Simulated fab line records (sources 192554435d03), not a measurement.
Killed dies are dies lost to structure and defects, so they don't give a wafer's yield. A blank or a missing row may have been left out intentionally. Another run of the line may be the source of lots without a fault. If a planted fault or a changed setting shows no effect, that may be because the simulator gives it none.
Comparing a struck lot with a sound one -- flow n5_finfet -- 14 steps out of a route of 1938
Sound: these wafers, L771.2, L771.3, L771.5. Struck: wafers L780.1, L780.4, L780.6. Last of all comes the cause.
At each step with rows: each side's tool, then ch and its chambers, then its first start. Under that, the readings that differ: sound wafers -- struck wafers -- difference of the means -- sigmas: that difference in standard deviations of wafers without a fault.
alike: readings with means less than 2 such deviations apart, plus words and numbers identical on both sides. not compared: withheld readings, readings lacking a value on some wafer, bounds such as >300 that could conceal the same value, and numbers that have no deviation in the record and whose values overlap.
The two part at a step that has a row with sigmas, a row that says differs or no value, or rows on one side only. Numbers that don't overlap but have no deviation are shown without sigmas and don't part them. A reading missing from all wafers of one side parts the sides only when that side holds two or more wafers.

first, 1 step without rows for these wafers: N5_BEOL_M14_ETCH_67 (etches SiARC in CF4, target depth 143 nm, time 238.3 s).
N5_BEOL_M14_ETCH_68: etches SOC in N2/H2, time 450 s.
  sound on rie_diel-05 ch 0,1, day 11 20:17; struck on rie_diel-04 ch 1,2, day 14 04:56
reading,sound,struck,difference,sigmas
oes_product_au (a.u.),0.92 0.82 0.92,0.67 0.70 0.70,-0.20,-2
  alike: bias_w, drypump_motor_current_A, rf_vpp_V, showerhead_plenum_p_Torr, temp_c, throttle_valve_pct
  not compared: rf_hours_counter_h
then, 1 step without rows for these wafers: N5_BEOL_M14_STRIP_69 (strips in N2/H2).
N5_BEOL_M14_TRENCH_ETCH_34: etches SiO2 in C4F8/O2/Ar, target depth 556.65 nm, time 126.9 s.
  sound on rie_diel-05 ch 0,1, day 11 20:33; struck on rie_diel-04 ch 1,2, day 14 05:13
reading,sound,struck,difference,sigmas
oes_product_au (a.u.),0.93 0.83 0.92,0.67 0.68 0.69,-0.21,-2
  alike: O2_flow_sccm, bias_w, drypump_motor_current_A, he_inner_torr, rf_vpp_V, showerhead_plenum_p_Torr, throttle_valve_pct
  not compared: rf_hours_counter_h
then, 1 step without rows for these wafers: N5_BEOL_M14_STRIP_70 (strips in C4F8/O2/Ar).
N5_BEOL_M14_OCD_MEAS_35:
  struck on ocd-02, day 14 05:22; sound on ocd-01, day 11 20:43
  alike: trench_depth_nm
N5_BEOL_M14_STRIP_37: strips in O2.
  sound on rie_diel-05 ch 2,3, day 11 22:02; struck on rie_diel-05 ch 0,1, day 14 06:11
  alike: drypump_motor_current_A, oes_product_au, rf_vpp_V, showerhead_plenum_p_Torr, temp_c, throttle_valve_pct
  not compared: rf_hours_counter_h
then, 4 steps without rows for these wafers: N5_BEOL_M14_ETCH_38 (etches SiCN in CF4/N2, target depth 106.5 nm, time 120.6 s); N5_BEOL_M14_PRECLEAN_39 (cleans in residue remover, time 60 s); N5_BEOL_M14_SRD_40 (time 30 s, dry time 30 s); N5_BEOL_M14_DEGAS_41 (time 60 s).
N5_BEOL_M14_PRE_CLEAN_42: time 30 s.
  struck on pvd_sputter-03, day 14 06:49; sound on pvd_sputter-03, day 11 22:28
  alike: heater_power_w
N5_BEOL_M14_SPUTTER_43: material TaN, target thk 15 nm, time 24.19 s.
  struck on pvd_sputter-03, day 14 06:52; sound on pvd_sputter-03, day 11 22:30
reading,sound,struck,difference,sigmas
cathode_dc_power_W (W),15001 14998 14996,13190 13190 13193,-1807,-99 or more
model.TaN_of_BEOL_M14_SPUTTER_43.thk_nm (nm),15.4 15 15,13 13.2 13.2,-2,
  alike: throttle_valve_pct
N5_BEOL_M14_SPUTTER_44: material Ta, target thk 15 nm, time 24.19 s.
  struck on pvd_sputter-03, day 14 06:56; sound on pvd_sputter-03, day 11 22:35
  alike: cathode_dc_power_W, throttle_valve_pct

== WHERE THEY PART ==
First at N5_BEOL_M14_ETCH_68; last, within this record, at N5_BEOL_M14_SPUTTER_43. Later steps at which nothing parts them and some readings are alike: N5_BEOL_M14_SPUTTER_44.

WHY: whatever the simulator had introduced
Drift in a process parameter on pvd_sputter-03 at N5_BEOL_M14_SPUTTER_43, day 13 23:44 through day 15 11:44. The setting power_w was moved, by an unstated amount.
